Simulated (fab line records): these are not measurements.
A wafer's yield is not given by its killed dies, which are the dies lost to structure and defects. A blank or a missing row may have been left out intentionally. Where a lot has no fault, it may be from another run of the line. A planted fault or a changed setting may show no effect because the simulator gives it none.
Matching of chambers + flow n5_finfet + 3 sister chambers for N5_BEOL_M2_PECVD_72 on pecvd-04
The step deposits SiO2 from TEOS/O2, target thk 16 nm, time 18 s. 6 wafers are shown with their chamber, then 8 later ones without.

## WAFERS, EACH WITH ITS CHAMBER
| wafer  | chamber | throttle_valve_pct (%) | showerhead_plenum_p_Torr (Torr) |
|--------|---------|------------------------|---------------------------------|
| L076.1 | 2       | 20.6                   | 8.70                            |
| L081.6 | 2       | 20.8                   | 8.68                            |
| L086.1 | 1       | 23.0                   | 8.79                            |
| L086.5 | 0       | 27.6                   | 8.78                            |
| L086.6 | 1       | 23.0                   | 8.79                            |
| L094.2 | 0       | 27.9                   | 8.78                            |

## WAFERS WHOSE CHAMBER IS MISSING
| wafer  | throttle_valve_pct (%) | showerhead_plenum_p_Torr (Torr) |
|--------|------------------------|---------------------------------|
| L094.4 | 22.7                   | 8.78                            |
| L094.5 | 28.1                   | 8.77                            |
| L093.1 | 20.8                   | 8.68                            |
| L093.4 | 27.8                   | 8.78                            |
| L093.5 | 20.9                   | 8.70                            |
| L096.2 | 27.9                   | 8.80                            |
| L096.3 | 22.5                   | 8.76                            |
| L096.6 | 22.7                   | 8.80                            |

## WHICH CHAMBER EACH ONE RAN IN
| wafer  | from the rows above | in truth |
|--------|---------------------|----------|
| L094.4 | 1                   | 1        |
| L094.5 | 0                   | 0        |
| L093.1 | 2                   | 2        |
| L093.4 | 0                   | 0        |
| L093.5 | 2                   | 2        |
| L096.2 | 0                   | 0        |
| L096.3 | 1                   | 1        |
| L096.6 | 1                   | 1        |
8 of 8 placed correctly. Can't be placed from these rows: 0. Number placed wrongly: 0.
How it was worked out, from the rows above alone: a wafer's distance from a chamber is the root of the sum, over the readings, of the square of ((its reading less the chamber's mean) divided by the reading's scatter). The wafer belongs to the nearest chamber; if the next one is less than 2 further off, it can't be placed. A chamber's mean is the mean of its shown wafers. How the scatter is found: for the shown wafers, subtract from each reading the mean of its chamber, square and add these, divide the total by (wafers less chambers), then take the root.
